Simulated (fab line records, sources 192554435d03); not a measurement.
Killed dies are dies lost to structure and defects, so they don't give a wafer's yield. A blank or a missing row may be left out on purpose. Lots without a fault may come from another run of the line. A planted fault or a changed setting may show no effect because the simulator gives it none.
fab line records | flow n5_finfet | part 1 of 2: steps 1 to 20 of 31
record lots=5 wafers=15 last_day=18
route steps=1938 shown BEOL_M14@1746 BEOL_M15@1773
lots that met no fault: from a run of the same line without faults
start_h: hours from the record's first day to the start of the lot's first wafer shown | wait_h: hours since the lot's step before | " the same as in the row above | L1.1+2: a row that stands for several wafers | - no value, or no start given | * or withheld: withheld | < > ~ a bound
route shown NAME@n: a module of which the file shows steps, and the number in the route of the first | usual: mean/standard deviation of fault-free wafers | same: alike in all rows | chamber/n: place in a boat | sites: the reading at each site | _std_site: their standard deviation | _edge_site: outer sites' mean less inner sites' | radius_mm: how far each site lies from the wafer's centre | mask NAME#n: copy n | behind: the tool/chamber that last shaped the wafer | hold: why the lot was held/for how many hours/how that ended | device: the transistor (n, p or np) that didn't switch | end of line: the same wafers' tests at the end of the route | a step without rows: its recipe alone | killed: dies lost to structure and defects at the first sort, not the wafer's yield | map: a wafer's dies, x killed, . not, _ none there
set.NAME: the setting as run; set.NAME@STEP: as run at that earlier step | model.NAME: the simulator's own value behind a step, which no gauge read
lots at some steps of the route; a table a step, a row a wafer
services: from which hour (start_h, from the record's first day; less than 0 if before it) a tool's chamber was out of use, for how many hours, and why
## steps
# step N5_BEOL_M14_CD_MEAS_28
# recipe target_cd_nm=284.4 landing_energy_ev=500 detector=se_inlens
# usual cd_nm=284.4/1.4
# columns lot.wafer tool chamber start_h wait_h cd_nm
L078.1 cd_sem-02 0 289.45 - 285.1
L078.2 " 0 " " 284.5
L078.5 " 0 " " 283.5
L080.2 cd_sem-03 0 290.99 - 283.9
L080.4 " 0 " " 283.9
L080.6 " 0 " " 283.7
L089.3 cd_sem-03 0 343.53 - 284.7
L089.5 " 0 " " 281.8
L089.6 " 0 " " 283.8
L092.4 cd_sem-01 0 374.73 - 284.1
L092.5 " 0 " " 284.1
L092.6 " 0 " " 285.6
L096.3 cd_sem-01 0 405.34 - 286.3
L096.4 " 0 " " 286.7
L096.6 " 0 " " 287.5
# step N5_BEOL_M14_OVL_MEAS_29
# recipe points_per_wafer=44
# usual M14_OVL=2/6
# same points_per_wafer=44
# columns lot.wafer tool chamber start_h wait_h M14_OVL[nm]
L078.1 overlay-01 0 289.48 0.0 3
L078.2 " 0 " " 7
L078.5 " 0 " " -3
L080.2 overlay-01 0 291.02 0.0 -1
L080.4 " 0 " " 7
L080.6 " 0 " " 6
L089.3 overlay-02 0 343.56 0.0 9
L089.5 " 0 " " 16
L089.6 " 0 " " 2
L092.4 overlay-02 0 374.76 0.0 -12
L092.5 " 0 " " -6
L092.6 " 0 " " -10
L096.3 overlay-02 0 405.37 0.0 5
L096.4 " 0 " " 10
L096.6 " 0 " " 7
# step N5_BEOL_M14_INSPECT_30
# recipe mode=adi inspect_instrument=macro
# usual raw_defect_count=1.8/1.3
# columns lot.wafer tool chamber start_h wait_h raw_defect_count
L078.1 defect_inspect-01 - 289.50 0.0 1
L078.2 " - " " 0
L078.5 " - " " 0
L080.2 defect_inspect-01 - 291.04 0.0 2
L080.4 " - " " 4
L080.6 " - " " 2
L089.3 defect_inspect-01 - 343.58 0.0 4
L089.5 " - " " 1
L089.6 " - " " 0
L092.4 defect_inspect-02 - 374.79 0.0 3
L092.5 " - " " 2
L092.6 " - " " 0
L096.3 defect_inspect-02 - 405.40 0.0 1
L096.4 " - " " 0
L096.6 " - " " 4
# step N5_BEOL_M14_DESCUM_33
# recipe chemistry=O2 time_s=7.9 source_power_w=50 bias_power_w=20 pressure_mtorr=20 rf_frequency_hz=2.712e+07 temp_c=40 o2_flow_sccm=225
# usual drypump_motor_current_A=5.8/0.34 o2_flow_sccm=224.9/0.65 oes_product_au=0.79/0.073 rf_vpp_V=242.8/1.3 showerhead_plenum_p_Torr=2.07/0.077 throttle_valve_pct=20.45/0.29
# columns lot.wafer tool chamber start_h wait_h drypump_motor_current_A o2_flow_sccm oes_product_au rf_hours_counter_h rf_vpp_V showerhead_plenum_p_Torr throttle_valve_pct
L078.1 rie_diel-04 3 289.75 0.2 5.6 225.0 0.79 74 244.0 2.21 20.54
L078.2 " 2 " " 5.6 223.8 0.72 214 244.0 2.14 20.82
L078.5 " 2 " " 5.6 225.0 0.72 - 243.3 2.14 20.80
L080.2 rie_diel-03 0 291.07 0.0 5.1 224.7 0.87 42 240.4 2.03 20.30
L080.4 " 2 " " 5.5 225.5 0.72 184 245.6 2.18 20.88
L080.6 " 0 " " 5.1 225.4 0.87 - 241.3 2.03 20.28
L089.3 rie_diel-04 2 343.68 0.1 5.6 225.3 0.71 234 244.4 2.14 20.87
L089.5 " 3 " " 5.6 225.9 0.78 - 243.7 2.20 20.60
L089.6 " 2 " " 5.6 226.2 0.71 - 245.0 2.14 20.87
L092.4 rie_diel-01 0 374.83 0.0 6.1 225.7 0.75 174 242.0 2.00 20.27
L092.5 " 3 " " 5.7 225.2 0.71 - 239.9 1.99 20.74
L092.6 " 0 " " 6.1 224.8 0.75 - 241.5 2.00 20.27
L096.3 rie_diel-01 0 405.46 0.1 6.1 223.8 0.74 184 240.5 2.00 20.27
L096.4 " 3 " " 5.8 226.0 0.70 205 241.4 1.99 20.76
L096.6 " 2 " " 6.2 225.3 0.90 - 242.3 2.06 20.11
# step N5_BEOL_M14_ETCH_67
# recipe chemistry=CF4 target=SiARC target_depth_a=1430 time_s=238.3 ion_energy_ev=80 pressure_mtorr=40 source_w=545 bias_w=36 Ar_flow_sccm=100 cf4_flow_sccm=100 ends=cleared
# usual drypump_motor_current_A=5.8/0.34 etch_rf_on_time_s=238/3.8 oes_product_au=0.67/0.06 rf_vpp_V=183.8/1.3 showerhead_plenum_p_Torr=2.12/0.078 throttle_valve_pct=15.6/0.3
# columns lot.wafer tool chamber start_h wait_h drypump_motor_current_A etch_rf_on_time_s oes_product_au rf_hours_counter_h rf_vpp_V showerhead_plenum_p_Torr throttle_valve_pct
L078.1 rie_diel-04 3 289.78 0.0 5.7 244 0.68 74 185.6 2.26 15.7
L078.2 " 2 " " 5.6 242 0.62 214 184.4 2.20 16.1
L078.5 " 2 " " 5.6 244 0.61 - 183.6 2.20 16.1
L080.2 rie_diel-03 0 291.11 0.0 5.1 234 0.74 42 183.5 2.09 15.5
L080.4 " 2 " " 5.5 239 0.62 184 184.7 2.21 16.0
L080.6 " 0 " " 5.1 235 0.73 - 183.1 2.09 15.5
L089.3 rie_diel-04 2 343.72 0.0 5.6 244 0.60 234 185.2 2.20 16.1
L089.5 " 3 " " 5.6 245 0.66 - 183.5 2.25 15.7
L089.6 " 2 " " 5.6 245 0.60 - 186.2 2.20 16.1
L092.4 rie_diel-01 0 374.86 0.0 6.0 242 0.63 174 183.4 2.04 15.4
L092.5 " 3 " " 5.7 235 0.61 - 181.9 2.05 15.9
L092.6 " 0 " " 6.0 241 0.65 - 183.0 2.04 15.4
L096.3 rie_diel-01 0 405.49 0.0 6.1 240 0.64 184 181.8 2.04 15.4
L096.4 " 3 " " 5.8 233 0.62 205 184.6 2.04 16.0
L096.6 " 2 " " 6.2 240 0.76 - 184.5 2.10 15.2
# step N5_BEOL_M14_ETCH_68
# recipe chemistry=N2/H2 target=SOC mask_material=SiARC source_w=3000 bias_w=350 temp_c=40 time_s=450 ion_energy_ev=200 pressure_mtorr=30 n2_flow_sccm=200 h2_flow_sccm=200
# usual drypump_motor_current_A=5.8/0.34 n2_flow_sccm=200.1/0.6 oes_product_au=0.79/0.073 rf_vpp_V=523.2/2.7 showerhead_plenum_p_Torr=2.52/0.095 throttle_valve_pct=17.80/0.28
# columns lot.wafer tool chamber start_h wait_h drypump_motor_current_A n2_flow_sccm oes_product_au rf_hours_counter_h rf_vpp_V showerhead_plenum_p_Torr throttle_valve_pct
L078.1 rie_diel-04 3 289.93 0.1 5.7 199.8 0.79 74 526.7 2.67 17.79
L078.2 " 2 " " 5.6 200.8 0.72 214 525.4 2.61 18.19
L078.5 " 2 " " 5.6 201.0 0.73 - 526.5 2.61 18.17
L080.2 rie_diel-03 0 291.26 0.1 5.1 200.2 0.87 43 522.5 2.48 17.71
L080.4 " 2 " " 5.4 200.1 0.73 184 526.2 2.64 18.12
L080.6 " 0 " " 5.1 199.5 0.86 - 522.5 2.48 17.71
L089.3 rie_diel-04 2 343.86 0.1 5.6 199.7 0.71 234 526.3 2.60 18.20
L089.5 " 3 " " 5.7 200.9 0.77 - 527.9 2.67 17.83
L089.6 " 2 " " 5.6 198.7 0.70 - 526.6 2.60 18.20
L092.4 rie_diel-01 0 375.01 0.1 6.0 200.1 0.75 175 520.3 2.42 17.64
L092.5 " 3 " " 5.8 199.3 0.72 - 520.5 2.42 18.08
L092.6 " 0 " " 6.0 199.7 0.75 - 521.0 2.42 17.64
L096.3 rie_diel-01 0 405.64 0.1 6.1 199.2 0.74 184 520.8 2.42 17.67
L096.4 " 3 " " 5.8 200.3 0.70 205 519.7 2.42 18.10
L096.6 " 2 " " 6.2 200.8 0.90 - 521.8 2.49 17.44
# step N5_BEOL_M14_STRIP_69
# recipe chemistry=N2/H2 temp_c=40 n2_flow_sccm=200 h2_flow_sccm=200 rf_frequency_hz=6e+07
# columns lot.wafer tool chamber start_h wait_h
L078.1+2+5 rie_diel-04 3,2,2 290.19 0.1
L080.2+4+6 rie_diel-03 0,2,0 291.52 0.1
L089.3+5+6 rie_diel-04 2,3,2 344.13 0.1
L092.4+5+6 rie_diel-01 0,3,0 375.27 0.1
L096.3+4+6 rie_diel-01 0,3,2 405.90 0.1
# step N5_BEOL_M14_TRENCH_ETCH_34
# recipe chemistry=C4F8/O2/Ar target=SiO2 target_depth_a=5566.5 mask_material=SOC he_inner_torr=15 he_outer_torr=30 time_s=126.9 ion_energy_ev=800 pressure_mtorr=20 source_w=1905 bias_w=2040 Ar_flow_sccm=400 C4F8_flow_sccm=16 O2_flow_sccm=12
# usual drypump_motor_current_A=5.8/0.34 oes_product_au=0.78/0.07 rf_vpp_V=2221/21 showerhead_plenum_p_Torr=3.41/0.13 throttle_valve_pct=30.9/0.32
# columns lot.wafer tool chamber start_h wait_h drypump_motor_current_A oes_product_au rf_hours_counter_h rf_vpp_V showerhead_plenum_p_Torr throttle_valve_pct
L078.1 rie_diel-04 3 290.20 0.0 5.7 0.79 74 2260 3.63 31.2
L078.2 " 2 " " 5.6 0.72 215 2225 3.54 31.3
L078.5 " 2 " " 5.6 0.72 - 2227 3.54 31.3
L080.2 rie_diel-03 0 291.53 0.0 5.1 0.85 43 2248 3.35 30.7
L080.4 " 2 " " 5.5 0.73 184 2226 3.55 31.2
L080.6 " 0 " " 5.1 0.86 - 2250 3.35 30.8
L089.3 rie_diel-04 2 344.14 0.0 5.6 0.70 234 2224 3.52 31.4
L089.5 " 3 " " 5.7 0.78 - 2258 3.62 31.2
L089.6 " 2 " " 5.6 0.70 - 2226 3.52 31.3
L092.4 rie_diel-01 0 375.28 0.0 6.1 0.75 175 2226 3.28 30.5
L092.5 " 3 " " 5.7 0.72 - 2207 3.28 31.2
L092.6 " 0 " " 6.1 0.74 - 2226 3.28 30.5
L096.3 rie_diel-01 0 405.91 0.0 6.1 0.74 185 2226 3.27 30.5
L096.4 " 3 " " 5.7 0.71 206 2205 3.27 31.2
L096.6 " 2 " " 6.2 0.89 - 2220 3.38 30.6
# step N5_BEOL_M14_STRIP_70
# recipe chemistry=C4F8/O2/Ar resist=SiARC rf_frequency_hz=6e+07
# columns lot.wafer tool chamber start_h wait_h
L078.1+2+5 rie_diel-04 3,2,2 290.32 0.1
L080.2+4+6 rie_diel-03 0,2,0 291.64 0.1
L089.3+5+6 rie_diel-04 2,3,2 344.25 0.1
L092.4+5+6 rie_diel-01 0,3,0 375.40 0.1
L096.3+4+6 rie_diel-01 0,3,2 406.03 0.1
# step N5_BEOL_M14_OCD_MEAS_35
# usual trench_depth_nm=555/9.1
# columns lot.wafer tool chamber start_h wait_h trench_depth_nm
L078.1 ocd-01 - 290.36 0.0 550
L078.2 " - " " 546
L078.5 " - " " 547
L080.2 ocd-02 - 291.69 0.0 555
L080.4 " - " " 551
L080.6 " - " " 554
L089.3 ocd-02 - 344.29 0.0 544
L089.5 " - " " 547
L089.6 " - " " 542
L092.4 ocd-01 - 375.44 0.0 547
L092.5 " - " " 574
L092.6 " - " " 548
L096.3 ocd-02 - 406.07 0.0 546
L096.4 " - " " 561
L096.6 " - " " 544
# step N5_BEOL_M14_STRIP_37
# recipe chemistry=O2 power_w=600 temp_c=60 pressure_mtorr=30 rf_frequency_hz=6e+07 bias_power_w=0 overash_fraction=0.3 o2_flow_sccm=225
# usual drypump_motor_current_A=5.8/0.34 o2_flow_sccm=225.0/0.65 oes_product_au=0.79/0.074 rf_vpp_V=3.9/1 showerhead_plenum_p_Torr=2.09/0.077 throttle_valve_pct=16.68/0.29
# columns lot.wafer tool chamber start_h wait_h drypump_motor_current_A o2_flow_sccm oes_product_au rf_hours_counter_h rf_vpp_V showerhead_plenum_p_Torr throttle_valve_pct
L078.1 rie_diel-04 0 290.40 0.0 5.5 224.4 0.81 107 4.5 2.03 16.40
L078.2 " 1 " " 6.2 226.0 0.83 70 4.1 2.20 16.60
L078.5 " 3 " " 5.7 225.1 0.80 - 4.1 2.21 16.73
L080.2 rie_diel-03 2 292.55 0.9 5.5 225.7 0.73 185 3.1 2.18 17.12
L080.4 " 1 " " 6.4 224.5 0.85 52 4.5 2.04 16.28
L080.6 " 0 " " 5.1 226.2 0.88 - 2.3 2.04 16.46
L089.3 rie_diel-03 2 344.38 0.1 5.5 224.7 0.72 204 5.2 2.17 17.12
L089.5 " 2 " " 5.5 224.9 0.71 - 3.6 2.17 17.17
L089.6 " 1 " " 6.3 223.9 0.83 - 4.3 2.03 16.34
L092.4 rie_diel-04 0 375.51 0.1 5.5 224.7 0.77 - 2.7 2.02 16.50
L092.5 " 2 " " 5.6 225.1 0.69 - 5.3 2.14 17.18
L092.6 " 3 " " 5.6 224.4 0.76 - 4.1 2.20 16.82
L096.3 rie_diel-01 2 408.30 2.2 6.2 225.6 0.91 28 2.4 2.06 16.30
L096.4 " 1 " " 6.0 224.5 0.83 54 4.0 2.05 16.46
L096.6 " 1 " " 6.0 224.8 0.86 - 3.9 2.05 16.47
# step N5_BEOL_M14_ETCH_38
# recipe chemistry=CF4/N2 target=SiCN target_depth_a=1065 taper_deg=2 time_s=120.6 ion_energy_ev=150 mask_material=SiO2 pressure_mtorr=40 source_w=430 bias_w=70 Ar_flow_sccm=100 cf4_flow_sccm=60 n2_flow_sccm=60
# usual drypump_motor_current_A=5.8/0.35 n2_flow_sccm=59.99/0.19 oes_product_au=0.79/0.072 rf_vpp_V=382.1/2 showerhead_plenum_p_Torr=2.20/0.081 throttle_valve_pct=15.5/0.3
# columns lot.wafer tool chamber start_h wait_h drypump_motor_current_A n2_flow_sccm oes_product_au rf_hours_counter_h rf_vpp_V showerhead_plenum_p_Torr throttle_valve_pct
L078.1 rie_diel-04 0 - - 5.5 60.04 0.82 107 381.9 2.14 15.2
L078.2 " 1 " " 6.2 59.91 0.81 70 385.2 2.33 15.4
L078.5 " 3 " " 5.6 59.88 0.80 - 386.1 2.33 15.5
L080.2 rie_diel-03 2 - - 5.4 60.06 0.73 185 383.3 2.28 15.9
L080.4 " 1 " " 6.3 59.88 0.85 52 381.1 2.15 15.1
L080.6 " 0 " " 5.1 60.11 0.86 - 380.5 2.15 15.3
L089.3 rie_diel-03 2 - - 5.5 60.00 0.71 204 385.6 2.28 15.9
L089.5 " 2 " " 5.5 60.02 0.72 - 383.9 2.28 15.9
L089.6 " 1 " " 6.3 60.13 0.82 - 380.4 2.15 15.2
L092.4 rie_diel-04 0 - - 5.5 60.07 0.79 - 378.8 2.13 15.2
L092.5 " 2 " " 5.6 59.88 0.69 - 383.7 2.26 16.0
L092.6 " 3 " " 5.7 60.06 0.76 - 386.2 2.31 15.6
L096.3 rie_diel-01 2 - - 6.2 59.79 0.87 28 382.5 2.16 15.0
L096.4 " 1 " " 6.0 59.86 0.85 54 380.9 2.15 15.2
L096.6 " 1 " " 5.9 59.74 0.85 - 381.5 2.15 15.2
# step N5_BEOL_M14_PRECLEAN_39
# recipe chemistry=residue_remover time_s=60 temp_c=40
# columns lot.wafer tool chamber start_h wait_h
L078.1+2+5 wet_bench-04 7,2,5 290.59 -
L080.2+4+6 wet_bench-04 2,3,0 292.74 -
L089.3+5+6 wet_bench-05 2,3,1 344.58 -
L092.4+5+6 wet_bench-05 7,2,6 375.69 -
L096.3+4+6 wet_bench-02 5,7,3 408.50 -
# step N5_BEOL_M14_SRD_40
# recipe time_s=30 temp_c=23 rinse_liquid=diw dry=n2_spin spin_rpm=1500 dry_time_s=30
# columns lot.wafer tool chamber start_h wait_h
L078.1+2+5 wet_bench-04 7,2,5 290.61 0.0
L080.2+4+6 wet_bench-04 2,3,0 292.76 0.0
L089.3+5+6 wet_bench-05 2,3,1 344.60 0.0
L092.4+5+6 wet_bench-05 7,2,6 375.71 0.0
L096.3+4+6 wet_bench-02 5,7,3 408.52 0.0
# step N5_BEOL_M14_DEGAS_41
# recipe ambient=vacuum temp_c=300 time_s=60
# usual heater_power_w=459/54
# columns lot.wafer tool chamber start_h wait_h heater_power_w
L078.1 pvd_sputter-03 - 290.71 0.1 488
L078.2 " - " " 510
L078.5 " - " " 471
L080.2 pvd_sputter-01 - 293.57 0.8 399
L080.4 " - " " 352
L080.6 " - " " 525
L089.3 pvd_sputter-03 - 344.67 0.1 486
L089.5 " - " " 463
L089.6 " - " " 472
L092.4 pvd_sputter-02 - 375.76 0.0 434
L092.5 " - " " 448
L092.6 " - " " 426
L096.3 pvd_sputter-03 - 408.77 0.2 459
L096.4 " - " " 505
L096.6 " - " " 466
# step N5_BEOL_M14_PRE_CLEAN_42
# recipe gas=H2/He time_s=30 temp_c=300
# usual heater_power_w=460/55
# columns lot.wafer tool chamber start_h wait_h heater_power_w
L078.1 pvd_sputter-03 - 290.75 0.0 483
L078.2 " - " " 509
L078.5 " - " " 479
L080.2 pvd_sputter-01 - 293.61 0.0 401
L080.4 " - " " 344
L080.6 " - " " 513
L089.3 pvd_sputter-03 - 344.71 0.0 481
L089.5 " - " " 471
L089.6 " - " " 461
L092.4 pvd_sputter-02 - 375.80 0.0 413
L092.5 " - " " 419
L092.6 " - " " 425
L096.3 pvd_sputter-03 - 408.81 0.0 467
L096.4 " - " " 520
L096.6 " - " " 464
# step N5_BEOL_M14_SPUTTER_43
# recipe material=TaN target_thk_a=150 temp_c=50 bias_v=168.6 power_w=15000 chamber_pressure_pa=0.12 time_s=24.19
# usual throttle_valve_pct=30.2/1.1
# columns lot.wafer tool chamber start_h wait_h throttle_valve_pct
L078.1 pvd_sputter-03 - 290.79 0.0 28.4
L078.2 " - " " 30.5
L078.5 " - " " 31.1
L080.2 pvd_sputter-01 - 293.65 0.0 31.8
L080.4 " - " " 29.9
L080.6 " - " " 29.5
L089.3 pvd_sputter-03 - 344.75 0.0 28.3
L089.5 " - " " 30.2
L089.6 " - " " 31.4
L092.4 pvd_sputter-02 - 375.84 0.0 30.7
L092.5 " - " " 28.4
L092.6 " - " " 30.8
L096.3 pvd_sputter-03 - 408.85 0.0 29.8
L096.4 " - " " 30.4
L096.6 " - " " 30.3
# step N5_BEOL_M14_SPUTTER_44
# recipe material=Ta target_thk_a=150 temp_c=50 bias_v=80 power_w=15000 chamber_pressure_pa=0.07 time_s=24.19
# usual throttle_valve_pct=30.2/1.1
# columns lot.wafer tool chamber start_h wait_h throttle_valve_pct
L078.1 pvd_sputter-03 - 290.87 0.0 28.3
L078.2 " - " " 30.4
L078.5 " - " " 31.4
L080.2 pvd_sputter-01 - 293.73 0.0 32.0
L080.4 " - " " 30.0
L080.6 " - " " 29.6
L089.3 pvd_sputter-03 - 344.83 0.0 28.5
L089.5 " - " " 30.2
L089.6 " - " " 31.4
L092.4 pvd_sputter-02 - 375.92 0.0 30.8
L092.5 " - " " 28.2
L092.6 " - " " 30.7
L096.3 pvd_sputter-03 - 408.93 0.0 30.1
L096.4 " - " " 30.4
L096.6 " - " " 30.1
# step N5_BEOL_M14_SPUTTER_45
# recipe material=Cu target_thk_a=1000 temp_c=-20 bias_v=60 power_w=26000 chamber_pressure_pa=0.13 time_s=16.67
# usual throttle_valve_pct=30.2/1.1
# columns lot.wafer tool chamber start_h wait_h throttle_valve_pct
L078.1 pvd_sputter-03 - 290.95 0.0 28.4
L078.2 " - " " 30.5
L078.5 " - " " 31.5
L080.2 pvd_sputter-01 - 293.81 0.0 31.9
L080.4 " - " " 30.0
L080.6 " - " " 29.9
L089.3 pvd_sputter-03 - 344.91 0.0 28.3
L089.5 " - " " 29.9
L089.6 " - " " 31.1
L092.4 pvd_sputter-02 - 376.00 0.0 30.7
L092.5 " - " " 28.4
L092.6 " - " " 30.6
L096.3 pvd_sputter-03 - 409.01 0.0 30.0
L096.4 " - " " 30.6
L096.6 " - " " 30.0
# step N5_BEOL_M14_ECD_47
# recipe material=Cu target_thk_a=12480
# columns lot.wafer tool chamber start_h wait_h
L078.1+2+5 ecd_cu-02 1,0,1 291.06 0.1
L080.2+4+6 ecd_cu-02 0,1,0 293.92 0.1
L089.3+5+6 ecd_cu-02 0,0,1 345.08 0.1
L092.4+5+6 ecd_cu-02 0,1,0 376.17 0.1
L096.3+4+6 ecd_cu-01 1,0,0 409.18 0.1
